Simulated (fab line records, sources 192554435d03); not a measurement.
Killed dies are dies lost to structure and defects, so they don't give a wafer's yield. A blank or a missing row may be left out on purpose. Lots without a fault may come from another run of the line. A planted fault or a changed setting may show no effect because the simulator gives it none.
A struck lot beside a sound one | flow n5_finfet | 15 steps out of a route of 1938
Sound: wafers L463.1, L463.5, L463.6. Struck: wafer L475.1. (L475.2, L475.3 of the same lot were not struck and are left out.) The cause comes at the end.
At each step with rows: each side's tool, then ch and its chambers, then its first start. Under that, the readings that differ: sound wafers | struck wafers | difference of the means | sigmas: that difference in standard deviations of wafers without a fault.
alike: readings whose means differ by less than 2 such deviations, and words and numbers that are the same on both sides. not compared: withheld readings, readings that some wafer has no value for, bounds like >300 that may hide the same value, and numbers for which the record gives no deviation and whose values overlap.
The two part at a step that has a row with sigmas, a row that says differs or no value, or rows on one side only. Numbers that don't overlap but have no deviation are shown without sigmas and don't part them. A reading that every wafer of one side lacks parts them only if that side has two wafers or more.

N5_BEOL_M7_OVL_MEAS_29:
  sound on overlay-02 ch 0, day 8 15:44; struck on overlay-01 ch 0, day 12 23:41
  reading     | sound          | struck | difference | sigmas
  V6_OVL (nm) | -1.4 -1.2 -0.6 | 0.6    | +1.7       | +2
N5_BEOL_M7_INSPECT_30: inspects for defects (brightfield).
  sound on defect_inspect-01, day 8 15:48; struck on defect_inspect-02, day 12 23:45
  alike: raw_defect_count
N5_BEOL_M7_DESCUM_33: chemistry O2, time 7 s.
  sound on rie_diel-06 ch 0,2, day 8 15:50; struck on rie_diel-05 ch 3, day 12 23:47
  alike: drypump_motor_current_A, o2_flow_sccm, oes_product_au, rf_fwd_power_W, rf_vpp_V, showerhead_plenum_p_Torr, temp_c, throttle_valve_pct
  not compared: rf_hours_counter_h
N5_BEOL_M7_ETCH_72: etches underlayer in N2/H2, target depth 6.5 nm, time 5.2 s.
  sound on rie_diel-06 ch 0,2, day 8 15:52; struck on rie_diel-05 ch 3, day 12 23:49
  alike: bias_w, drypump_motor_current_A, etch_rf_on_time_s, oes_product_au, rf_fwd_power_W, rf_vpp_V, showerhead_plenum_p_Torr, throttle_valve_pct
  not compared: rf_hours_counter_h
N5_BEOL_M7_ETCH_65: etches SiARC in CF4, target depth 15.6 nm, time 26 s.
  sound on rie_diel-06 ch 0,2, day 8 15:53; struck on rie_diel-05 ch 3, day 12 23:50
  alike: bias_w, drypump_motor_current_A, etch_rf_on_time_s, oes_product_au, rf_fwd_power_W, rf_vpp_V, showerhead_plenum_p_Torr, throttle_valve_pct
  not compared: rf_hours_counter_h
N5_BEOL_M7_ETCH_66: etches SOC in N2/H2, target depth 80 nm, overetch 16 nm, time 120 s.
  sound on rie_diel-06 ch 0,2, day 8 15:55; struck on rie_diel-05 ch 3, day 12 23:52
  alike: bias_w, drypump_motor_current_A, oes_product_au, rf_fwd_power_W, rf_vpp_V, showerhead_plenum_p_Torr, temp_c, throttle_valve_pct
  not compared: rf_hours_counter_h
then, 6 steps without rows for these wafers: N5_BEOL_M7_STRIP_69 (strips in N2/H2); N5_BEOL_M7_STRIP_73 (strips in N2/H2); N5_BEOL_M7_VIA_ETCH_34 (etches SiCOH lowk in C4F6/O2, target depth 125.5 nm, time 50.5 s); N5_BEOL_M7_STRIP_76 (strips in C4F6/O2); N5_BEOL_M7_STRIP_36 (strips in N2/H2); N5_BEOL_M7_TRENCH_ETCH_37 (etches SiCOH lowk in C4F6/O2, target depth 93.478 nm, time 31.2 s).
N5_BEOL_M7_ETCH_41: etches SiCN in CH3F/O2, target depth 31.9 nm, time 57.8 s.
  sound on rie_diel-06 ch 0,2, day 8 16:08; struck on rie_diel-05 ch 3, day 13 00:05
  reading                  | sound             | struck | difference | sigmas
  bias_w (W)               | 75.19 75.02 75.13 | 86.99  | +11.88     | +49
  rf_vpp_V (V)             | 296.8 299.5 297.1 | 325.7  | +27.9      | +20
  model.etch.depth_nm (nm) | 22.1 22.28 21.36  | 22.8   | +0.9       |
  alike: drypump_motor_current_A, oes_product_au, rf_fwd_power_W, showerhead_plenum_p_Torr, throttle_valve_pct
  not compared: rf_hours_counter_h
N5_BEOL_M7_STRIP_80: strips in N2/H2, time 10 s.
  sound on rie_diel-06 ch 0,2; struck on rie_diel-05 ch 3
  alike: drypump_motor_current_A, oes_product_au, rf_vpp_V, showerhead_plenum_p_Torr, temp_c, throttle_valve_pct
  not compared: rf_hours_counter_h
then, 1 step without rows for these wafers: N5_PASSIVATION_PROBE_49.

WHERE THEY PART
First at N5_BEOL_M7_OVL_MEAS_29; last, within this record, at N5_BEOL_M7_ETCH_41. Later steps at which nothing parts them and some readings are alike: N5_BEOL_M7_STRIP_80.

WHY: what the simulator had put in
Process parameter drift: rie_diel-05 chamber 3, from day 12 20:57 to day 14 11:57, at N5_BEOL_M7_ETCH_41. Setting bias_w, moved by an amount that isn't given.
